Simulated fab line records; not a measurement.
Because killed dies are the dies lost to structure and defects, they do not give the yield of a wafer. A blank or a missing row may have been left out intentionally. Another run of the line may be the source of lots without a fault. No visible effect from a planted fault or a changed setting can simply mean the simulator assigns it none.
Which of the tools did it?	flow n5 finfet	at 1 step of a route of 1938, 10 lots with 29 wafers sampled

WHAT THE GAUGES SHOWED, per wafer
N5_BEOL_M4_RC_MEAS_101.
lot	measured	on	DIBL_N (mV/V)
L684	day 8 09:56	prober-01	37.4 38.5 36.1
L685	day 8 12:26	prober-02	35.8 36.0 35.8
L686	day 8 15:07	prober-01	36.4 34.1 35.7
L689	day 9 12:56	prober-01	37.0 37.1 35.8
L691	day 9 21:47	prober-01	35.3 35.9 35.8
L690	day 9 22:43	prober-01	38.0 39.0 38.1
L695	day 11 01:11	prober-01	35.4 33.9 36.6
L697	day 11 03:19	prober-01	37.4 37.2 37.9
L696	day 11 04:34	prober-01	31.7 33.6 34.8
L705	day 13 16:01	prober-02	35.5 36.3

EACH LOT AND THE TOOL THAT RAN IT (in order: tool; ch and the chambers of the sampled wafers; start)
Before these readings, the record contains no process step.

THE ANSWER, worked out from the rows above alone
Rule: what is usual is taken from the lots themselves. Put in order of their means at a reading, lots are off if they are a third of the lots or fewer, leave a main group of 4 or more, and stand apart from it by a gap of 3 or more times the standard deviation of the main group's means; of several such gaps the widest counts. A main group whose means are all the same, to the digits that the tables above print for the reading, isn't used. Also off: a lot with no number at a reading for which 4 or more lots have one. Any other lot the step has rows for is counted as sound.
Nothing can be told from this: no lot is off at any reading shown.

WHAT THE SIMULATOR PUT IN
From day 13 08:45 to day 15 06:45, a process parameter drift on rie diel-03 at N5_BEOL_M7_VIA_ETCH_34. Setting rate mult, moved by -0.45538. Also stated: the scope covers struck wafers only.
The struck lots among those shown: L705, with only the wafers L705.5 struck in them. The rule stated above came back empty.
